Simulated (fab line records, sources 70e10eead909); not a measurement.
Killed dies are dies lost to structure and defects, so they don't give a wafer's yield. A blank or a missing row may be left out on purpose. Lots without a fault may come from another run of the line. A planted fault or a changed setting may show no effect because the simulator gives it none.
Which tool did it? | flow nand_harc | 24 lots, 72 wafers sampled, at 6 steps of a route of 1159

WHAT THE GAUGES READ, wafer by wafer
NHARC_A_STAIRCASE_INSPECT_155. Usual: raw_defect_count 392, standard deviation 170.
lot  | measured     | on                | raw_defect_count | flag
L076 | day 14 12:11 | defect_inspect-01 | 372 237 262      |
L074 | day 14 11:32 | defect_inspect-01 | 323 288 564      |
L075 | day 14 10:58 | defect_inspect-02 | 362 402 234      |
L079 | day 14 18:05 | defect_inspect-01 | 282 313 183      |
L077 | day 15 01:56 | defect_inspect-01 | 339 319 444      |
L078 | day 15 00:26 | defect_inspect-01 | 329 228 284      |
L080 | day 15 00:13 | defect_inspect-01 | 239 252 194      |
L081 | day 15 04:41 | defect_inspect-02 | 467 466 608      |
L082 | day 16 10:13 | defect_inspect-01 | 243 231 270      |
L084 | day 16 16:31 | defect_inspect-02 | 343 365 370      |
L083 | day 16 17:48 | defect_inspect-02 | 332 261 353      |
L086 | day 16 16:08 | defect_inspect-02 | 426 416 367      |
L088 | day 16 18:14 | defect_inspect-01 | 445 299 348      |
L085 | day 16 16:26 | defect_inspect-01 | 318 201 279      |
L087 | day 17 10:52 | defect_inspect-02 | 589 474 697      |
L089 | day 17 11:31 | defect_inspect-02 | 667 496 819      |
L090 | day 18 02:15 | defect_inspect-01 | 298 335 288      |
L091 | day 18 14:54 | defect_inspect-02 | 404 343 473      |
L092 | day 18 13:01 | defect_inspect-02 | 292 217 451      |
L094 | day 18 11:09 | defect_inspect-02 | 783 389 671      |
L093 | day 18 11:26 | defect_inspect-01 | 285 309 368      |
L095 | day 19 08:46 | defect_inspect-02 | 339 349 289      |
L096 | day 19 14:20 | defect_inspect-02 | 670 536 458      |
L097 | day 19 13:28 | defect_inspect-02 | 659 312 409      |

WHICH TOOL RAN EACH LOT (tool, then ch and the chambers of the sampled wafers, then the start)
lot  | NHARC_A_STAIRCASE_ETCH_21                     | NHARC_A_STAIRCASE_TRIM_24                     | NHARC_A_STAIRCASE_TRIM_191                    | NHARC_A_STAIRCASE_ETCH_201                    | NHARC_A_STAIRCASE_HM_DEP_462
L076 | rie_diel-08 ch 0,2,3, day 12 08:19 or earlier | rie_diel-08 ch 0,1, day 12 08:19 or earlier   | rie_diel-01 ch 1,2,3, day 12 08:19 or earlier | rie_diel-01 ch 2,3, day 12 08:19 or earlier   | acl_dep-01 ch 0, day 12 08:19
L074 | rie_diel-01 ch 0,1,2, day 12 10:34 or earlier | rie_diel-01 ch 0,1,2, day 12 10:34 or earlier | rie_diel-08 ch 0,1,2, day 12 10:34 or earlier | rie_diel-07 ch 1,2,3, day 12 10:34 or earlier | acl_dep-02 ch 0, day 12 10:34
L075 | rie_diel-07 ch 0,1, day 12 11:13 or earlier   | rie_diel-07 ch 1,2,3, day 12 11:13 or earlier | rie_diel-01 ch 2,3, day 12 11:13 or earlier   | rie_diel-01 ch 0,1, day 12 11:13 or earlier   | acl_dep-01 ch 0, day 12 11:13
L079 | rie_diel-08 ch 0,2, day 12 18:22 or earlier   | rie_diel-08 ch 0,3, day 12 18:22 or earlier   | rie_diel-08 ch 1,3, day 12 18:22 or earlier   | rie_diel-01 ch 0,1,2, day 12 18:22 or earlier | acl_dep-01 ch 0, day 12 18:22
L077 | rie_diel-01 ch 0,1,3, day 12 22:04 or earlier | rie_diel-01 ch 1,2,3, day 12 22:04 or earlier | rie_diel-08 ch 0,3, day 12 22:04 or earlier   | rie_diel-08 ch 0,1, day 12 22:04 or earlier   | acl_dep-01 ch 0, day 12 22:04
L078 | rie_diel-07 ch 0,2,3, day 12 20:51 or earlier | rie_diel-07 ch 0,1,3, day 12 20:51 or earlier | rie_diel-08 ch 0,1,3, day 12 20:51 or earlier | rie_diel-01 ch 0,2,3, day 12 20:51 or earlier | acl_dep-02 ch 0, day 12 20:51
L080 | rie_diel-01 ch 0,2,3, day 13 00:01 or earlier | rie_diel-01 ch 1,2, day 13 00:01 or earlier   | rie_diel-07 ch 0,1,3, day 13 00:01 or earlier | rie_diel-08 ch 0,3, day 13 00:01 or earlier   | acl_dep-03 ch 0, day 13 00:01
L081 | rie_diel-07 ch 1,3, day 13 04:04 or earlier   | rie_diel-07 ch 0,3, day 13 04:04 or earlier   | rie_diel-08 ch 1,2,3, day 13 04:04 or earlier | rie_diel-08 ch 0,1, day 13 04:04 or earlier   | acl_dep-02 ch 0, day 13 04:04
L082 | rie_diel-08 ch 0,1,2, day 14 06:28 or earlier | rie_diel-08 ch 0,2,3, day 14 06:28 or earlier | rie_diel-07 ch 1,2, day 14 06:28 or earlier   | rie_diel-01 ch 1,2,3, day 14 06:28 or earlier | acl_dep-02 ch 0, day 14 06:28
L084 | rie_diel-01 ch 1,2, day 14 10:38 or earlier   | rie_diel-01 ch 1,3, day 14 10:38 or earlier   | rie_diel-01 ch 0,1,2, day 14 10:38 or earlier | rie_diel-07 ch 1,2,3, day 14 10:38 or earlier | acl_dep-01 ch 0, day 14 10:38
L083 | rie_diel-07 ch 0,2,3, day 14 14:38 or earlier | rie_diel-07 ch 1,2,3, day 14 14:38 or earlier | rie_diel-07 ch 1,2,3, day 14 14:38 or earlier | rie_diel-07 ch 0,2,3, day 14 14:38 or earlier | acl_dep-03 ch 0, day 14 14:38
L086 | rie_diel-07 ch 0,1, day 14 17:46 or earlier   | rie_diel-07 ch 0,3, day 14 17:46 or earlier   | rie_diel-08 ch 0,1, day 14 17:46 or earlier   | rie_diel-08 ch 0,3, day 14 17:46 or earlier   | acl_dep-03 ch 0, day 14 17:46
L088 | rie_diel-07 ch 0,2,3, day 14 20:52 or earlier | rie_diel-07 ch 0,1, day 14 20:52 or earlier   | rie_diel-07 ch 0,1,3, day 14 20:52 or earlier | rie_diel-01 ch 0,3, day 14 20:52 or earlier   | acl_dep-02 ch 0, day 14 20:52
L085 | rie_diel-07 ch 1,2,3, day 14 22:35 or earlier | rie_diel-07 ch 0,3, day 14 22:35 or earlier   | rie_diel-07 ch 1,2, day 14 22:35 or earlier   | rie_diel-08 ch 2,3, day 14 22:35 or earlier   | acl_dep-01 ch 0, day 14 22:35
L087 | rie_diel-07 ch 1,3, day 15 11:10 or earlier   | rie_diel-07 ch 1,3, day 15 11:10 or earlier   | rie_diel-07 ch 0,2,3, day 15 11:10 or earlier | rie_diel-08 ch 0,2,3, day 15 11:10 or earlier | acl_dep-01 ch 0, day 15 11:10
L089 | rie_diel-07 ch 1,2,3, day 15 10:28 or earlier | rie_diel-07 ch 1,2,3, day 15 10:28 or earlier | rie_diel-01 ch 0,2,3, day 15 10:28 or earlier | rie_diel-01 ch 1,2,3, day 15 10:28 or earlier | acl_dep-03 ch 0, day 15 10:28
L090 | rie_diel-08 ch 0,1,3, day 16 00:19 or earlier | rie_diel-08 ch 0,2,3, day 16 00:19 or earlier | rie_diel-08 ch 0,1,2, day 16 00:19 or earlier | rie_diel-08 ch 2,3, day 16 00:19 or earlier   | acl_dep-03 ch 0, day 16 00:19
L091 | rie_diel-01 ch 1,2,3, day 16 09:05 or earlier | rie_diel-01 ch 0,1,2, day 16 09:05 or earlier | rie_diel-08 ch 0,3, day 16 09:05 or earlier   | rie_diel-01 ch 0,2,3, day 16 09:05 or earlier | acl_dep-03 ch 0, day 16 09:05
L092 | rie_diel-01 ch 0,1,2, day 16 09:10 or earlier | rie_diel-01 ch 0,1,3, day 16 09:10 or earlier | rie_diel-08 ch 0,2,3, day 16 09:10 or earlier | rie_diel-08 ch 0,2,3, day 16 09:10 or earlier | acl_dep-02 ch 0, day 16 09:10
L094 | rie_diel-07 ch 0,1,3, day 16 16:08 or earlier | rie_diel-07 ch 0,1,2, day 16 16:08 or earlier | rie_diel-01 ch 0,2,3, day 16 16:08 or earlier | rie_diel-08 ch 0,2,3, day 16 16:08 or earlier | acl_dep-01 ch 0, day 16 16:08
L093 | rie_diel-07 ch 1,2,3, day 16 16:36 or earlier | rie_diel-07 ch 0,1,2, day 16 16:36 or earlier | rie_diel-07 ch 0,2,3, day 16 16:36 or earlier | rie_diel-07 ch 0,2,3, day 16 16:36 or earlier | acl_dep-02 ch 0, day 16 16:36
L095 | rie_diel-08 ch 0,1,2, day 17 05:14 or earlier | rie_diel-08 ch 0,1,3, day 17 05:14 or earlier | rie_diel-01 ch 0,2,3, day 17 05:14 or earlier | rie_diel-01 ch 0,1,3, day 17 05:14 or earlier | acl_dep-01 ch 0, day 17 05:14
L096 | rie_diel-07 ch 1,3, day 17 13:08 or earlier   | rie_diel-07 ch 0,2, day 17 13:08 or earlier   | rie_diel-01 ch 1,2,3, day 17 13:08 or earlier | rie_diel-01 ch 2,3, day 17 13:08 or earlier   | acl_dep-01 ch 0, day 17 13:08
L097 | rie_diel-07 ch 0,1,3, day 17 13:53 or earlier | rie_diel-07 ch 0,1,3, day 17 13:53 or earlier | rie_diel-07 ch 0,2,3, day 17 13:53 or earlier | rie_diel-07 ch 1,2,3, day 17 13:53 or earlier | acl_dep-02 ch 0, day 17 13:53
- NHARC_A_STAIRCASE_ETCH_21: etches the open film in C4F8/O2, target depth 100 nm, time 40.5 s.
- NHARC_A_STAIRCASE_TRIM_24: chemistry O2, time 211.2 s.
- NHARC_A_STAIRCASE_TRIM_191: chemistry O2, time 211.2 s.
- NHARC_A_STAIRCASE_ETCH_201: etches the open film in C4F8/O2, target depth 100 nm, time 40.5 s.
- NHARC_A_STAIRCASE_HM_DEP_462: deposits aC, target thk 800 nm.

WHAT THE TOOLS THEMSELVES READ (means of the sampled wafers that have a number; where no wafer has one, the mark that the record gives instead)
NHARC_A_STAIRCASE_ETCH_21. Usual: oes_product_au 0.947 a.u., standard deviation 0.019; rf_vpp_V 895 V, standard deviation 4.9.
lot  | tool        | oes_product_au (a.u.) | rf_vpp_V (V) | flag
L076 | rie_diel-08 | 0.959                 | 890          |
L074 | rie_diel-01 | 0.974                 | 892          |
L075 | rie_diel-07 | 0.966                 | 902          |
L079 | rie_diel-08 | 0.958                 | 890          |
L077 | rie_diel-01 | 0.969                 | 891          |
L078 | rie_diel-07 | 0.929                 | 899          |
L080 | rie_diel-01 | 0.930                 | 894          |
L081 | rie_diel-07 | 0.948                 | 895          |
L082 | rie_diel-08 | 0.968                 | 891          |
L084 | rie_diel-01 | 0.917                 | 895          |
L083 | rie_diel-07 | 0.937                 | 899          |
L086 | rie_diel-07 | 0.957                 | 898          |
L088 | rie_diel-07 | 0.929                 | 899          |
L085 | rie_diel-07 | 0.924                 | 896          |
L087 | rie_diel-07 | 0.923                 | 895          |
L089 | rie_diel-07 | 0.949                 | 894          |
L090 | rie_diel-08 | 0.940                 | 890          |
L091 | rie_diel-01 | 0.919                 | 894          |
L092 | rie_diel-01 | 0.940                 | 892          |
L094 | rie_diel-07 | 0.949                 | 898          |
L093 | rie_diel-07 | 0.953                 | 895          |
L095 | rie_diel-08 | 0.939                 | 891          |
L096 | rie_diel-07 | 0.973                 | 894          |
L097 | rie_diel-07 | 0.950                 | 898          |

NHARC_A_STAIRCASE_TRIM_24. Usual: drypump_motor_current_A 5.7 A, standard deviation 0.38; oes_product_au 1.003 a.u., standard deviation 0.0091; rf_vpp_V 57.7 V, standard deviation 0.86; showerhead_plenum_p_Torr 3.50 Torr, standard deviation 0.13; throttle_valve_pct 17.035 %, standard deviation 0.0099.
lot  | tool        | drypump_motor_current_A (A) | oes_product_au (a.u.) | rf_vpp_V (V) | showerhead_plenum_p_Torr (Torr) | throttle_valve_pct (%) | flag
L076 | rie_diel-08 | 5.7                         | 1.011                 | 57.3         | 3.39                            | 17.036                 |
L074 | rie_diel-01 | 5.9                         | 0.998                 | 57.7         | 3.43                            | 17.043                 |
L075 | rie_diel-07 | 5.6                         | 1.009                 | 57.9         | 3.52                            | 17.040                 |
L079 | rie_diel-08 | 5.6                         | 1.004                 | 57.2         | 3.33                            | 17.042                 |
L077 | rie_diel-01 | 5.5                         | 0.996                 | 57.8         | 3.49                            | 17.027                 |
L078 | rie_diel-07 | 5.6                         | 1.005                 | 58.5         | 3.59                            | 17.040                 |
L080 | rie_diel-01 | 5.4                         | 0.999                 | 57.3         | 3.44                            | 17.020                 |
L081 | rie_diel-07 | 5.6                         | 1.010                 | 57.8         | 3.68                            | 17.032                 |
L082 | rie_diel-08 | 5.8                         | 1.009                 | 57.4         | 3.35                            | 17.039                 |
L084 | rie_diel-01 | 5.3                         | 1.003                 | 57.2         | 3.43                            | 17.039                 |
L083 | rie_diel-07 | 5.6                         | 1.003                 | 57.4         | 3.51                            | 17.042                 |
L086 | rie_diel-07 | 5.5                         | 0.997                 | 57.7         | 3.58                            | 17.037                 |
L088 | rie_diel-07 | 5.8                         | 1.013                 | 57.6         | 3.67                            | 17.037                 |
L085 | rie_diel-07 | 5.5                         | 0.994                 | 58.3         | 3.58                            | 17.037                 |
L087 | rie_diel-07 | 5.4                         | 1.003                 | 57.3         | 3.49                            | 17.036                 |
L089 | rie_diel-07 | 5.7                         | 1.006                 | 57.8         | 3.51                            | 17.030                 |
L090 | rie_diel-08 | 5.8                         | 1.000                 | 58.1         | 3.34                            | 17.027                 |
L091 | rie_diel-01 | 6.0                         | 1.002                 | 56.6         | 3.41                            | 17.038                 |
L092 | rie_diel-01 | 5.7                         | 1.003                 | 57.6         | 3.36                            | 17.033                 |
L094 | rie_diel-07 | 5.8                         | 1.013                 | 58.0         | 3.59                            | 17.032                 |
L093 | rie_diel-07 | 5.8                         | 1.007                 | 58.3         | 3.59                            | 17.030                 |
L095 | rie_diel-08 | 5.6                         | 1.000                 | 58.1         | 3.37                            | 17.034                 |
L096 | rie_diel-07 | 5.8                         | 1.015                 | 58.2         | 3.67                            | 17.030                 |
L097 | rie_diel-07 | 5.6                         | 0.998                 | 57.8         | 3.56                            | 17.031                 |

NHARC_A_STAIRCASE_TRIM_191. Usual: drypump_motor_current_A 5.7 A, standard deviation 0.37; oes_product_au 1.002 a.u., standard deviation 0.0094; rf_vpp_V 57.6 V, standard deviation 0.93; showerhead_plenum_p_Torr 3.46 Torr, standard deviation 0.13; throttle_valve_pct 17.038 %, standard deviation 0.01.
lot  | tool        | drypump_motor_current_A (A) | oes_product_au (a.u.) | rf_vpp_V (V) | showerhead_plenum_p_Torr (Torr) | throttle_valve_pct (%) | flag
L076 | rie_diel-01 | 5.5                         | 1.000                 | 57.1         | 3.49                            | 17.034                 |
L074 | rie_diel-08 | 5.7                         | 1.004                 | 57.9         | 3.41                            | 17.034                 |
L075 | rie_diel-01 | 5.6                         | 0.989                 | 59.1         | 3.53                            | 17.045                 |
L079 | rie_diel-08 | 5.5                         | 1.002                 | 57.5         | 3.38                            | 17.016                 |
L077 | rie_diel-08 | 5.6                         | 1.008                 | 57.4         | 3.33                            | 17.042                 |
L078 | rie_diel-08 | 5.6                         | 1.005                 | 59.0         | 3.38                            | 17.032                 |
L080 | rie_diel-07 | 5.6                         | 1.007                 | 57.7         | 3.59                            | 17.036                 |
L081 | rie_diel-08 | 5.7                         | 0.996                 | 57.3         | 3.40                            | 17.042                 |
L082 | rie_diel-07 | 5.9                         | 1.006                 | 58.4         | 3.53                            | 17.037                 |
L084 | rie_diel-01 | 5.9                         | 0.996                 | 57.8         | 3.42                            | 17.041                 |
L083 | rie_diel-07 | 5.6                         | 1.004                 | 57.9         | 3.51                            | 17.038                 |
L086 | rie_diel-08 | 5.7                         | 0.999                 | 56.7         | 3.38                            | 17.031                 |
L088 | rie_diel-07 | 5.5                         | 1.002                 | 58.0         | 3.58                            | 17.045                 |
L085 | rie_diel-07 | 5.9                         | 1.018                 | 57.7         | 3.53                            | 17.037                 |
L087 | rie_diel-07 | 5.7                         | 0.997                 | 57.5         | 3.59                            | 17.036                 |
L089 | rie_diel-01 | 6.0                         | 0.995                 | 57.5         | 3.46                            | 17.036                 |
L090 | rie_diel-08 | 5.8                         | 0.992                 | 57.4         | 3.39                            | 17.037                 |
L091 | rie_diel-08 | 5.7                         | 0.996                 | 57.1         | 3.32                            | 17.042                 |
L092 | rie_diel-08 | 5.8                         | 1.005                 | 56.9         | 3.34                            | 17.051                 |
L094 | rie_diel-01 | 6.0                         | 1.007                 | 57.5         | 3.45                            | 17.025                 |
L093 | rie_diel-07 | 5.7                         | 1.002                 | 58.3         | 3.59                            | 17.038                 |
L095 | rie_diel-01 | 6.0                         | 1.001                 | 57.6         | 3.45                            | 17.034                 |
L096 | rie_diel-01 | 5.5                         | 0.997                 | 56.8         | 3.46                            | 17.035                 |
L097 | rie_diel-07 | 5.7                         | 1.007                 | 58.1         | 3.58                            | 17.031                 |

NHARC_A_STAIRCASE_ETCH_201. Usual: oes_product_au 0.942 a.u., standard deviation 0.011; rf_vpp_V 893 V, standard deviation 4.7.
lot  | tool        | oes_product_au (a.u.) | rf_vpp_V (V) | flag
L076 | rie_diel-01 | 0.928                 | 898          |
L074 | rie_diel-07 | 0.950                 | 896          |
L075 | rie_diel-01 | 0.938                 | 890          |
L079 | rie_diel-01 | 0.941                 | 892          |
L077 | rie_diel-08 | 0.941                 | 891          |
L078 | rie_diel-01 | 0.935                 | 894          |
L080 | rie_diel-08 | 0.949                 | 888          |
L081 | rie_diel-08 | 0.942                 | 890          |
L082 | rie_diel-01 | 0.937                 | 894          |
L084 | rie_diel-07 | 0.951                 | 895          |
L083 | rie_diel-07 | 0.928                 | 899          |
L086 | rie_diel-08 | 0.949                 | 888          |
L088 | rie_diel-01 | 0.938                 | 892          |
L085 | rie_diel-08 | 0.940                 | 889          |
L087 | rie_diel-08 | 0.942                 | 889          |
L089 | rie_diel-01 | 0.951                 | 893          |
L090 | rie_diel-08 | 0.949                 | 888          |
L091 | rie_diel-01 | 0.956                 | 892          |
L092 | rie_diel-08 | 0.951                 | 890          |
L094 | rie_diel-08 | 0.948                 | 889          |
L093 | rie_diel-07 | 0.943                 | 898          |
L095 | rie_diel-01 | 0.944                 | 890          |
L096 | rie_diel-01 | 0.940                 | 896          |
L097 | rie_diel-07 | 0.948                 | 895          |

NHARC_A_STAIRCASE_HM_DEP_462. Usual: throttle_valve_pct 35.000 %, standard deviation 0.0083.
lot  | tool       | throttle_valve_pct (%) | flag
L076 | acl_dep-01 | 35.005                 |
L074 | acl_dep-02 | 35.000                 |
L075 | acl_dep-01 | 34.998                 |
L079 | acl_dep-01 | 35.004                 |
L077 | acl_dep-01 | 35.005                 |
L078 | acl_dep-02 | 34.998                 |
L080 | acl_dep-03 | 34.993                 |
L081 | acl_dep-02 | 34.998                 |
L082 | acl_dep-02 | 34.998                 |
L084 | acl_dep-01 | 35.010                 |
L083 | acl_dep-03 | 34.993                 |
L086 | acl_dep-03 | 34.994                 |
L088 | acl_dep-02 | 35.001                 |
L085 | acl_dep-01 | 34.999                 |
L087 | acl_dep-01 | 34.999                 |
L089 | acl_dep-03 | 34.992                 |
L090 | acl_dep-03 | 35.003                 |
L091 | acl_dep-03 | 35.001                 |
L092 | acl_dep-02 | 35.004                 |
L094 | acl_dep-01 | 35.007                 |
L093 | acl_dep-02 | 34.997                 |
L095 | acl_dep-01 | 34.991                 |
L096 | acl_dep-01 | 35.005                 |
L097 | acl_dep-02 | 34.999                 |

THE ANSWER, worked out from the rows above alone
Rule: a lot is off if the mean of its wafers that have a number lies more than 3 standard deviations from the usual mean. A lot without any number at a reading at which 4 lots or more have one is off too. The other lots that the step has rows for count as sound. The gauges are gone through in route order, then the tools' own readings, and for those a lot's mean is taken as printed above. The first step at which some lot is off is used, and at that step the reading that is off furthest; a lot without a number counts as furthest.
No lot is off at any reading shown: from this, nothing can be told.

WHAT THE SIMULATOR HAD PUT IN
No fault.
